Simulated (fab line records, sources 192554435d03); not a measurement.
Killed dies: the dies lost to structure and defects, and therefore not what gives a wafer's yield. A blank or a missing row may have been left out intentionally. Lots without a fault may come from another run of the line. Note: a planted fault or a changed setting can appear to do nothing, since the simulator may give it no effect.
fab line records	flow n5_finfet
record lots=14	wafers=42	last_day=18
route steps=1938 shown BEOL_M8@1394 BEOL_M9@1413
lots that met no fault: from a run of the same line without faults
start_h: hours from the record's opening day to when the first of the lot's shown wafers began	wait_h: time in hours since the lot's previous step	" as in the row above	L1.1+2: one row covering several wafers at once	- either no value or no given start	* or withheld: withheld	< > ~ a bound
route shown NAME@n: names a module that has steps shown in the file, with the first one's number in the route	usual: mean/standard deviation taken from wafers without a fault	same: alike in all rows	chamber/n: place in a boat	sites: readings site by site	_std_site: their standard deviation	_edge_site: inner sites' mean taken away from outer sites' mean	radius_mm: for every site, how far away it sits from the centre of the wafer	mask NAME#n: copy n	behind: the last tool/chamber to shape the wafer	hold: what put the lot on hold/how long, in hours/how the hold closed	device: the transistor (n, p or np) that didn't switch	end of line: the same wafers' tests at the end of the route	for a step that has no rows: nothing shown but its recipe	killed: count of dies lost to structure and defects at first sort (not the wafer's yield)	map: dies across one wafer; x = killed, . = not, _ = none there
set.NAME: the setting the step ran with; set.NAME@STEP: the setting that earlier step ran with	model.NAME: the simulator's own value behind a step, which no gauge read
steps of the route over a sample of lots; a table a step, a row a wafer
services: from which hour (start_h, from the record's first day; less than 0 if before it) a tool's chamber was out of use, for how many hours, and why
## steps
# step N5_BEOL_M8_ANNEAL_51
# recipe temp_c=225	time_s=90	ambient=N2
# usual wafer_temp_C_max=225.86/0.25
lot.wafer	tool	chamber	start_h	wait_h	wafer_temp_C_max
L216.3	rtp_anneal-01	0	208.13	0.2	225.78
L216.4	"	0	"	"	225.80
L216.6	"	0	"	"	226.02
L217.1	rtp_anneal-02	0	217.11	0.1	225.95
L217.3	"	0	"	"	226.09
L217.5	"	0	"	"	225.54
L221.2	rtp_anneal-02	0	251.26	0.2	225.83
L221.3	"	0	"	"	226.17
L221.6	"	0	"	"	225.49
L226.1	rtp_anneal-02	0	273.11	0.9	225.94
L226.4	"	0	"	"	226.33
L226.6	"	0	"	"	225.98
L227.2	rtp_anneal-02	0	295.12	0.1	225.75
L227.3	"	0	"	"	225.66
L227.4	"	0	"	"	226.13
L229.1	rtp_anneal-01	0	295.36	0.1	225.56
L229.4	"	0	"	"	225.87
L229.5	"	0	"	"	225.73
L231.3	rtp_anneal-02	0	312.50	0.7	225.74
L231.4	"	0	"	"	225.76
L231.6	"	0	"	"	225.81
L230.1	rtp_anneal-01	0	314.02	0.2	225.84
L230.3	"	0	"	"	225.61
L230.6	"	0	"	"	226.26
L232.2	rtp_anneal-02	0	317.18	0.2	225.82
L232.4	"	0	"	"	225.65
L232.6	"	0	"	"	225.49
L235.2	rtp_anneal-01	0	319.44	0.1	226.19
L235.4	"	0	"	"	226.19
L235.5	"	0	"	"	225.98
L233.2	rtp_anneal-01	0	320.83	0.3	225.99
L233.4	"	0	"	"	226.07
L233.5	"	0	"	"	226.13
L234.1	rtp_anneal-02	0	361.54	0.2	226.04
L234.2	"	0	"	"	225.64
L234.5	"	0	"	"	226.06
L239.2	rtp_anneal-02	0	366.87	0.1	225.75
L239.3	"	0	"	"	225.49
L239.5	"	0	"	"	226.07
L237.2	rtp_anneal-01	0	369.32	0.4	226.05
L237.3	"	0	"	"	226.10
L237.5	"	0	"	"	225.96
# step N5_BEOL_M8_THK_MEAS_53
# recipe thk_meas_gauge=xrf	reads=Cu_of_BEOL_M8_ECD_50
# usual M8_THK=78.5/1.9
lot.wafer	tool	chamber	start_h	wait_h	M8_THK[nm]
L216.3	film_metro-01	-	208.63	-	80.4
L216.4	"	-	"	"	76.7
L216.6	"	-	"	"	78.0
L217.1	film_metro-01	-	217.81	-	79.0
L217.3	"	-	"	"	78.0
L217.5	"	-	"	"	81.0
L221.2	film_metro-01	-	251.81	-	77.6
L221.3	"	-	"	"	80.5
L221.6	"	-	"	"	75.7
L226.1	film_metro-02	-	273.70	-	80.6
L226.4	"	-	"	"	78.4
L226.6	"	-	"	"	80.9
L227.2	film_metro-02	-	295.70	-	76.2
L227.3	"	-	"	"	79.4
L227.4	"	-	"	"	81.0
L229.1	film_metro-02	-	295.95	-	78.8
L229.4	"	-	"	"	80.4
L229.5	"	-	"	"	80.2
L231.3	film_metro-02	-	313.00	-	79.0
L231.4	"	-	"	"	79.5
L231.6	"	-	"	"	77.0
L230.1	film_metro-01	-	314.62	-	80.6
L230.3	"	-	"	"	80.1
L230.6	"	-	"	"	78.6
L232.2	film_metro-01	-	317.74	-	76.7
L232.4	"	-	"	"	75.2
L232.6	"	-	"	"	76.9
L235.2	film_metro-01	-	319.98	-	76.0
L235.4	"	-	"	"	79.4
L235.5	"	-	"	"	75.8
L233.2	film_metro-01	-	321.38	-	80.3
L233.4	"	-	"	"	76.6
L233.5	"	-	"	"	77.9
L234.1	film_metro-02	-	362.15	-	80.4
L234.2	"	-	"	"	76.5
L234.5	"	-	"	"	79.3
L239.2	film_metro-02	-	367.42	-	80.7
L239.3	"	-	"	"	77.8
L239.5	"	-	"	"	77.4
L237.2	film_metro-01	-	369.97	-	80.1
L237.3	"	-	"	"	80.0
L237.5	"	-	"	"	76.8
# step N5_BEOL_M8_DEP_56
# recipe material=SiCN	target_thk_a=100	temp_c=withheld	precursor=3MS/NH3	pressure_torr=3	rf_w=202	time_s=17.5
# usual showerhead_plenum_p_Torr=3.666/0.016	throttle_valve_pct=8.8/0.36
lot.wafer	tool	chamber	start_h	wait_h	showerhead_plenum_p_Torr	throttle_valve_pct
L216.3	pecvd-03	0	208.72	0.0	3.683	8.6
L216.4	"	1	"	"	3.633	8.9
L216.6	"	0	"	"	3.678	8.7
L217.1	pecvd-03	1	217.88	0.0	3.641	9.0
L217.3	"	1	"	"	3.644	8.6
L217.5	"	1	"	"	3.639	8.9
L221.2	pecvd-01	1	251.87	0.0	3.665	9.7
L221.3	"	0	"	"	3.678	8.6
L221.6	"	1	"	"	3.664	9.6
L226.1	pecvd-01	0	273.76	0.0	3.674	8.9
L226.4	"	1	"	"	3.669	9.8
L226.6	"	0	"	"	3.673	8.9
L227.2	pecvd-01	1	295.76	0.0	3.663	9.7
L227.3	"	2	"	"	3.665	8.4
L227.4	"	0	"	"	3.678	8.8
L229.1	pecvd-04	0	296.01	0.0	3.691	8.6
L229.4	"	1	"	"	3.676	9.2
L229.5	"	0	"	"	3.691	8.7
L231.3	pecvd-03	2	313.06	0.0	3.663	8.3
L231.4	"	2	"	"	3.665	8.7
L231.6	"	1	"	"	3.644	9.2
L230.1	pecvd-03	0	314.68	0.0	3.675	8.9
L230.3	"	1	"	"	3.640	8.9
L230.6	"	2	"	"	3.678	8.5
L232.2	pecvd-03	1	317.80	0.0	3.642	8.8
L232.4	"	2	"	"	3.667	8.7
L232.6	"	1	"	"	3.642	9.2
L235.2	pecvd-04	1	320.04	0.0	3.666	9.5
L235.4	"	1	"	"	3.679	9.2
L235.5	"	0	"	"	3.683	8.7
L233.2	pecvd-01	1	321.45	0.0	3.663	9.6
L233.4	"	1	"	"	3.674	9.3
L233.5	"	1	"	"	3.657	9.3
L234.1	pecvd-03	1	362.21	0.0	3.645	8.8
L234.2	"	0	"	"	3.679	8.8
L234.5	"	1	"	"	3.647	8.7
L239.2	pecvd-04	1	367.48	0.0	3.682	9.2
L239.3	"	0	"	"	3.691	8.6
L239.5	"	2	"	"	3.669	8.6
L237.2	pecvd-03	1	370.03	0.0	3.635	9.0
L237.3	"	2	"	"	3.674	8.7
L237.5	"	0	"	"	3.687	8.8
# step N5_BEOL_M9_DEVELOP_10
# recipe develop_time_s=30	developer=TMAH	resist=CAR-ArF	rinse_liquid=diw	dry=air_spin	dev_temp_c=23
# usual chill_plate_temp_C=22.98/0.11	develop_time_s=30/0
lot.wafer	tool	chamber	start_h	wait_h	chill_plate_temp_C	develop_time_s
L216.3	litho_track-02	0	211.04	-	23.00	30
L216.4	"	0	"	"	23.06	30
L216.6	"	0	"	"	23.07	30
L217.1	litho_track-03	0	220.70	-	22.87	30
L217.3	"	0	"	"	22.92	30
L217.5	"	0	"	"	22.89	30
L221.2	litho_track-01	0	254.61	-	22.97	30
L221.3	"	0	"	"	22.95	30
L221.6	"	0	"	"	22.89	30
L226.1	litho_track-02	-	275.02	-	-	-
L226.4	"	-	"	"	-	-
L226.6	"	-	"	"	-	-
L229.1	litho_track-03	0	299.11	-	22.97	30
L229.4	"	0	"	"	23.03	30
L229.5	"	0	"	"	23.06	30
L227.2	litho_track-03	-	299.39	-	-	-
L227.3	"	-	"	"	-	-
L227.4	"	-	"	"	-	-
L231.3	litho_track-02	0	315.24	-	22.88	30
L231.4	"	0	"	"	22.76	30
L231.6	"	0	"	"	22.91	30
L230.1	litho_track-02	0	317.49	-	23.00	30
L230.3	"	0	"	"	23.04	30
L230.6	"	0	"	"	23.10	30
L232.2	litho_track-03	0	323.41	-	23.24	30
L232.4	"	0	"	"	23.00	30
L232.6	"	0	"	"	22.98	30
L235.2	litho_track-03	0	323.75	-	23.04	30
L235.4	"	0	"	"	23.12	30
L235.5	"	0	"	"	23.03	30
L233.2	litho_track-01	0	324.06	-	22.99	30
L233.4	"	0	"	"	23.01	30
L233.5	"	0	"	"	23.00	30
L234.1	litho_track-01	0	365.96	-	23.18	30
L234.2	"	0	"	"	22.97	30
L234.5	"	0	"	"	23.06	30
L239.2	litho_track-02	0	369.72	-	23.09	30
L239.3	"	0	"	"	23.04	30
L239.5	"	0	"	"	23.05	30
L237.2	litho_track-01	0	371.80	-	23.06	30
L237.3	"	0	"	"	22.96	30
L237.5	"	0	"	"	23.09	30
## services
tool	chamber	start_h	hours	kind
pecvd-01	2	187.71	5.5	scheduled_down
pecvd-03	2	202.38	-	clean
pecvd-03	2	202.38	-	consumable_replace:showerhead
pecvd-03	2	202.38	29.0	scheduled_down
pecvd-03	2	202.38	29.0	vent_cycle
pecvd-04	2	233.81	14.8	repair
pecvd-04	-	237.05	0.8	repair
pecvd-03	-	255.45	3.2	repair
pecvd-03	0	264.70	12.5	repair
pecvd-04	-	264.72	2.1	repair
pecvd-03	0	286.79	6.2	repair
pecvd-03	1	289.53	4.4	repair
pecvd-01	0	318.38	5.5	scheduled_down
litho_track-01	-	318.61	-	consumable_replace:filter
litho_track-01	-	334.31	-	consumable_replace:filter
litho_track-03	-	364.35	-	consumable_replace:filter
## key
first_sign step=N5_BEOL_M9_DEVELOP_10	reading=tool_record	direction=missing
effect none on later readings
met_at N5_BEOL_M9_DEVELOP_10
struck_lots L226,L227
later_rows_left_out L226.1,L226.4,L226.6,L227.2,L227.3,L227.4
sort_left_out L226.1,L226.4,L226.6,L227.2,L227.3,L227.4
not_acting_at N5_BEOL_M8_ANNEAL_51,N5_BEOL_M8_THK_MEAS_53,N5_BEOL_M8_DEP_56
onset_between 220.70 275.02
fault kind=skipped_step_whole	tool=litho_track-02,litho_track-03	chamber=-	onset_h=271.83	steps=N5_BEOL_M9_DEVELOP_10	scope=struck_lots_only
# sort_left_out: the simulated sort isn't trusted on such a fault, so these wafers' sort isn't shown, and their yield isn't known
# later_rows_left_out: the simulator's readings of these wafers behind a module that went badly wrong aren't trusted and aren't shown, but for the sort
